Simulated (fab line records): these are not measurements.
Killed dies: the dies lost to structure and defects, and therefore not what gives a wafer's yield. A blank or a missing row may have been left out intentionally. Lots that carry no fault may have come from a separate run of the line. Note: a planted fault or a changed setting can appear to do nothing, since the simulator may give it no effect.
A struck lot beside a sound one    flow n5Finfet    16 out of 1938 route steps
Sound: these wafers, L114.1, L114.3, L114.4. Struck: wafer L121.6 (left out: L121.1, L121.3 of the same lot, which were not struck); the cause appears at the end.
Order at every step that has rows: each side's tool, ch and its chambers, its first start. Under that, the readings that differ: sound wafers    struck wafers    difference of the means    sigmas: that difference in standard deviations of wafers without a fault.
alike: words and numbers the same on both sides, and readings whose means are apart by under 2 such deviations; not compared: readings that were withheld, readings missing a value for some wafer, numbers with overlapping values and no deviation given by the record, and bounds like >300 which may hide the same value.
Wherever a step has rows on one side only, a row that says differs or no value, or a row with sigmas, the two part there. Numbers that have no deviation but don't overlap get no sigmas and don't part them. Lack of a reading on every wafer of one side parts them only where that side has two or more wafers.

first, 5 steps without rows for these wafers: N5_DUMMY_GATE_ETCH_29 (etches underlayer in N2/H2, target depth 13 nm); N5_DUMMY_GATE_ETCH_36 (etches SiARC in CF4, target depth 13 nm); N5_DUMMY_GATE_ETCH_37 (etches SOC in N2/H2, target depth 60 nm, overetch 30 nm); N5_DUMMY_GATE_STRIP_38 (strips in N2/H2); N5_DUMMY_GATE_STRIP_39 (strips in N2/H2).
N5_DUMMY_GATE_TRIM_49: chemistry O2, time 29 s, target cd 14 nm.
  sound on rieSi-05 ch 0,2,3, day 5 04:06; struck on rieSi-05 ch 3, day 7 06:23
  alike: drypumpMotorCurrentA, oesProductAu, throttleValvePct
  not compared: rfHoursCounterH
N5_DUMMY_GATE_STRIP_40: strips in CF4.
  sound on rieDiel-03 ch 0,1,2, day 5 04:12; struck on rieDiel-01 ch 2, day 7 06:32
reading     sound              struck  difference  sigmas
rfVppV (V)  272.4 273.1 273.6  269.5   -3.5        -2
  alike: cf4FlowSccm, drypumpMotorCurrentA, oesProductAu, showerheadPlenumPTorr, throttleValvePct
  not compared: rfHoursCounterH
N5_DUMMY_GATE_CD_MEAS_50 targets a cd of 14 nm.
  sound: cdSem-02 at day 5 04:15; struck: cdSem-01 at day 7 06:35
  alike: cdNm
N5_DUMMY_GATE_ETCH_31: etches SiO2 in C4F6/O2, target depth 82.5 nm, time 27.5 s.
  sound on rieDiel-04 ch 0,2,3, day 5 04:18; struck on rieDiel-03 ch 1, day 7 06:46
reading               sound              struck  difference  sigmas
throttleValvePct (%)  20.77 21.30 21.03  21.53   +0.50       +2
  alike: drypumpMotorCurrentA, oesProductAu, rfVppV, showerheadPlenumPTorr
  not compared: rfHoursCounterH
N5_DUMMY_GATE_STRIP_41: strips in O2.
  sound on rieDiel-04 ch 0,2,3, day 5 04:21; struck on rieDiel-03 ch 1, day 7 06:49
reading               sound              struck  difference  sigmas
throttleValvePct (%)  16.12 16.88 16.52  17.04   +0.53       +2
  alike: drypumpMotorCurrentA, oesProductAu, rfVppV, showerheadPlenumPTorr
  not compared: rfHoursCounterH
then, 2 steps without rows for these wafers: N5_DUMMY_GATE_HM_OPEN_21 (chemistry CH3F/O2, target SiNx, target depth 120 nm, time 171.4 s); N5_DUMMY_GATE_ETCH_32 (etches SiO2 in CF4, target depth 3.5 nm, time 3.9 s).
N5_DUMMY_GATE_ETCH_23: etches poly-Si in HBr/Cl2/O2, target depth 41 nm, time 22.3 s.
  sound on rieSi-02 ch 0,1,3, day 5 04:35; struck on rieSi-06 ch 3, day 7 07:02
reading                  sound              struck  difference  sigmas
oesProductAu (a.u.)      0.982 1.013 1.024  0.771   -0.235      -11
model.etch.depthNm (nm)  41.64 41.67 41.24  27.47   -14.05      
  alike: HBr_flow_sccm, drypumpMotorCurrentA, throttleValvePct
  not compared: rfHoursCounterH
N5_DUMMY_GATE_ETCH_44: etches poly-Si in HBr/O2, stops on SiO2, target depth 127.5 nm.
  sound on rieSi-02 ch 0,1,3, day 5 04:38; struck on rieSi-06 ch 3, day 7 07:06
reading               sound              struck  difference  sigmas
HBr_flow_sccm (sccm)  120.6 120.5 119.8  119.4   -0.9        -2
  alike: drypumpMotorCurrentA, oesProductAu, throttleValvePct
  not compared: rfHoursCounterH
-- record jumps: 5 days separate the struck wafers' starts on either side; left off in module DUMMY_GATE, taken up again in module BEOL_M4, whose first shown step is the route's number 1111 --
N5_BEOL_M4_RC_MEAS_101:
  sound on prober-01 ch 0, day 9 22:44; struck on prober-01 ch 0, day 12 04:24
  alike: DIBL_N, DIBL_P, IOFF_N, IOFF_P, ION_N, ION_P, SS_N, SS_P, VT_N, VT_P
N5_PASSIVATION_PROBE_49:
  the record holds rows for the sound wafers here (prober-02, day 14 01:29) but none for the struck ones

== WHERE THEY PART ==
Last at N5_PASSIVATION_PROBE_49 as far as this record goes, first at N5_DUMMY_GATE_STRIP_40.

WHY: the cause the simulator had injected
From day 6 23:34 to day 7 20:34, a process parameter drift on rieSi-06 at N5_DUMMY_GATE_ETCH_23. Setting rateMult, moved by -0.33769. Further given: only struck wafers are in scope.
